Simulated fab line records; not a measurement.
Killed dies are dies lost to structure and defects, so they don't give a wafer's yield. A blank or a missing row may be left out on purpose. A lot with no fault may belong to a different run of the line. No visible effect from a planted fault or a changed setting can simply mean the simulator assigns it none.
A struck lot beside a sound one -- flow nand harc -- 20 out of 1302 route steps
Sound: these wafers, L494.2, L494.4, L494.6. Wafers struck: L499.2, L499.3, L499.6. The cause comes at the end.
At each step with rows: each side's tool, then ch and its chambers, then its first start. Under that, the readings that differ: sound wafers -- struck wafers -- difference of the means -- sigmas: that difference in standard deviations of wafers without a fault.
alike: readings whose means differ by less than 2 such deviations, and words and numbers that are the same on both sides. not compared: withheld readings, readings that some wafer has no value for, bounds like >300 that may hide the same value, and numbers for which the record gives no deviation and whose values overlap.
The two part at a step that has a row with sigmas, a row that says differs or no value, or rows on one side only. Non-overlapping numbers with no deviation appear without sigmas and do not part them. Lack of a reading on every wafer of one side parts them only where that side has two or more wafers.

NHARC_P_ZERO_WELL_CD_MEAS_37 targets a cd of 720 nm.
  sound on cd sem-01 ch 0, day 2 00:00; struck on cd sem-02 ch 0, day 4 02:05
reading,sound,struck,difference,sigmas
cd nm (nm),715.2 716.4 717.8,719.5 719.9 721.8,+3.9,+2
then, 1 step without rows for these wafers: NHARC_P_ZERO_WELL_HARDBAKE_38 (time 80 s).
NHARC_P_ZERO_WELL_DESCUM_39: chemistry O2, time 3 s.
  sound on rie diel-04 ch 2,3, day 2 00:09; struck on rie diel-12 ch 0,1, day 4 02:15
  alike: drypump motor current A, oes product au, rf vpp V, showerhead plenum p Torr, throttle valve pct
  not compared: rf hours counter h
then, 9 steps without rows for these wafers: NHARC_P_ZERO_WELL_IMPLANT_40; NHARC_P_ZERO_WELL_IMPLANT_59; NHARC_P_ZERO_WELL_IMPLANT_60; NHARC_P_ZERO_WELL_STRIP_41 (strips in SPM, time 840 s); NHARC_P_ZERO_WELL_DEHYDRATE_44 (time 120 s); NHARC_P_ZERO_WELL_HMDS_45 (time 30 s); NHARC_P_ZERO_WELL_COAT_46; NHARC_P_ZERO_WELL_SOFTBAKE_47 (time 95 s); NHARC_P_ZERO_WELL_EBR_48.
NHARC_P_ZERO_WELL_EXPOSE_49: exposes mask P HVPW, target cd 2000 nm.
  sound on krf scanner-04 ch 0, day 2 01:29; struck on krf scanner-04 ch 0, day 4 03:34
reading,sound,struck,difference,sigmas
mask,P_HVPW#0 P_HVPW#0 P_HVPW#0,P_HVPW_R1#0 P_HVPW_R1#0 P_HVPW_R1#0,differs,
then, 2 steps without rows for these wafers: NHARC_P_ZERO_WELL_PEB_50 (peb time 85 s); NHARC_P_ZERO_WELL_DEVELOP_51 (time 70 s).
NHARC_P_ZERO_WELL_CD_MEAS_52 targets a cd of 2000 nm.
  sound on cd sem-02 ch 0, day 2 01:38; struck on cd sem-03 ch 0, day 4 03:43
reading,sound,struck,difference,sigmas
cd nm (nm),1998.5 2002.0 2001.0,1738.5 1739.6 1742.4,-260.3,-99 or more
then, 1 step without rows for these wafers: NHARC_P_ZERO_WELL_HARDBAKE_53 (time 80 s).
NHARC_P_ZERO_WELL_DESCUM_54: chemistry O2, time 3 s.
  sound on rie diel-02 ch 1,3, day 2 01:48; struck on rie diel-04 ch 0,3, day 4 03:53
reading,sound,struck,difference,sigmas
model.P_ZERO_WELL.cd nm (nm),1998 2002 2000,1738 1740 1741,-260,
  alike: drypump motor current A, oes product au, rf vpp V, showerhead plenum p Torr, throttle valve pct
  not compared: rf hours counter h
after that, 1 step had no rows for these wafers: NHARC_P_ZERO_WELL_IMPLANT_55.
-- record jumps: 22 days between struck wafers' starts before vs after; left off in module P_ZERO_WELL, resumes in module END, first step shown is number 1302 of the route --
NHARC_END_SORT_01:
  the record has rows for the struck wafers here (prober-01 ch 0, day 26 01:23) and none for the sound ones

== WHERE THEY PART ==
First at NHARC_P_ZERO_WELL_CD_MEAS_37; last, within this record, at NHARC_END_SORT_01.

WHY: what had been put in by the simulator
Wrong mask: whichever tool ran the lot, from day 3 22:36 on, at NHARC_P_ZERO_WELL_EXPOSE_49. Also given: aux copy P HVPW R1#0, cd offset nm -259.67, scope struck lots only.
